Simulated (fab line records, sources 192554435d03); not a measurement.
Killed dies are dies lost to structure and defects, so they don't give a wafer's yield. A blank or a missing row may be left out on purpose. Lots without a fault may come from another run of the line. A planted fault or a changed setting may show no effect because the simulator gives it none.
Chamber matching | flow n5_finfet | N5_BEOL_M1_CMP_52 on cmp-04: 4 sister chambers
The step polishes, stops on SiOC, t overpolish 6.8 s, target thk 40 nm. 22 wafers are shown with their chamber, then 11 later ones without.

WAFERS WITH THEIR CHAMBER
wafer  | chamber | motor_current_A (A) | time_to_endpoint_s (s) | barrier_field_endpoint_s (s)
L076.3 | 3       | 6.6                 | 61.9                   | 24.0
L076.4 | 1       | 5.5                 | 61.9                   | 25.3
L076.6 | 1       | 5.5                 | 60.8                   | 24.8
L078.1 | 1       | 5.6                 | 61.2                   | 24.2
L078.3 | 2       | 5.9                 | 60.9                   | 24.3
L078.6 | 0       | 6.9                 | 60.7                   | 24.4
L079.1 | 1       | 5.5                 | 61.1                   | 24.5
L079.3 | 2       | 5.7                 | 63.6                   | 24.3
L079.5 | 1       | 5.2                 | 58.0                   | 24.4
L080.1 | 0       | 7.1                 | 61.3                   | 24.5
L080.2 | 2       | 5.9                 | 63.9                   | 24.2
L080.4 | 1       | 5.4                 | 60.1                   | 24.1
L083.3 | 3       | 7.0                 | 58.6                   | 23.3
L083.4 | 0       | 7.0                 | 63.2                   | 24.6
L083.5 | 1       | 5.6                 | 58.8                   | 23.9
L084.3 | 1       | 5.3                 | 61.3                   | 24.6
L084.4 | 3       | 6.7                 | 56.7                   | 24.0
L084.6 | 0       | 7.4                 | 60.5                   | 24.1
L086.2 | 2       | 6.1                 | 63.6                   | 24.4
L086.3 | 0       | 7.3                 | 64.5                   | 25.0
L086.5 | 2       | 5.4                 | 61.5                   | 25.8
L089.1 | 3       | 6.9                 | 62.7                   | 24.3

SIGNATURES (means of the wafers above)
reading                  | chamber 0 | chamber 1 | chamber 2 | chamber 3 | scatter within a chamber
motor_current_A          | 7.140     | 5.450     | 5.800     | 6.800     | 0.196
time_to_endpoint_s       | 62.040    | 60.400    | 62.700    | 59.975    | 1.77
barrier_field_endpoint_s | 24.520    | 24.475    | 24.600    | 23.900    | 0.48
Rule: a wafer's distance from a chamber is the root of the sum, over the readings, of the square of ((its reading less the chamber's mean) divided by the reading's scatter). The wafer belongs to the nearest chamber; if the next one is less than 2 further off, it can't be placed. The scatter: the root of (the sum of the squares of (reading less its chamber's mean) over the shown wafers, divided by (wafers less chambers)).

WAFERS WITHOUT THEIR CHAMBER
wafer  | motor_current_A (A) | time_to_endpoint_s (s) | barrier_field_endpoint_s (s)
L089.5 | 5.8                 | 61.2                   | 24.4
L089.6 | 7.4                 | 57.8                   | 24.2
L094.1 | 6.8                 | 60.7                   | 24.9
L094.2 | 7.2                 | 66.7                   | 24.7
L094.3 | 5.6                 | 61.7                   | 24.5
L095.2 | 5.6                 | 61.3                   | 24.7
L095.3 | 6.7                 | 57.0                   | 24.1
L095.5 | 5.5                 | 61.3                   | 24.8
L096.2 | 5.5                 | 61.6                   | 24.5
L096.4 | 5.7                 | 66.1                   | 24.8
L096.5 | 5.3                 | 65.0                   | 25.1

WHICH CHAMBER EACH WENT THROUGH
wafer  | from the rows above     | in truth
L089.5 | can't be placed: 2 or 1 | 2
L089.6 | can't be placed: 0 or 3 | 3
L094.1 | can't be placed: 0 or 3 | 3
L094.2 | can't be placed: 0 or 3 | 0
L094.3 | can't be placed: 1 or 2 | 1
L095.2 | can't be placed: 1 or 2 | 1
L095.3 | can't be placed: 3 or 0 | 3
L095.5 | can't be placed: 1 or 2 | 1
L096.2 | can't be placed: 1 or 2 | 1
L096.4 | can't be placed: 2 or 1 | 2
L096.5 | can't be placed: 1 or 2 | 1
Placed correctly: 0 of 11. Can't be placed from these rows: 11 (the true chamber is among the candidates in 11). Placed wrongly: 0.
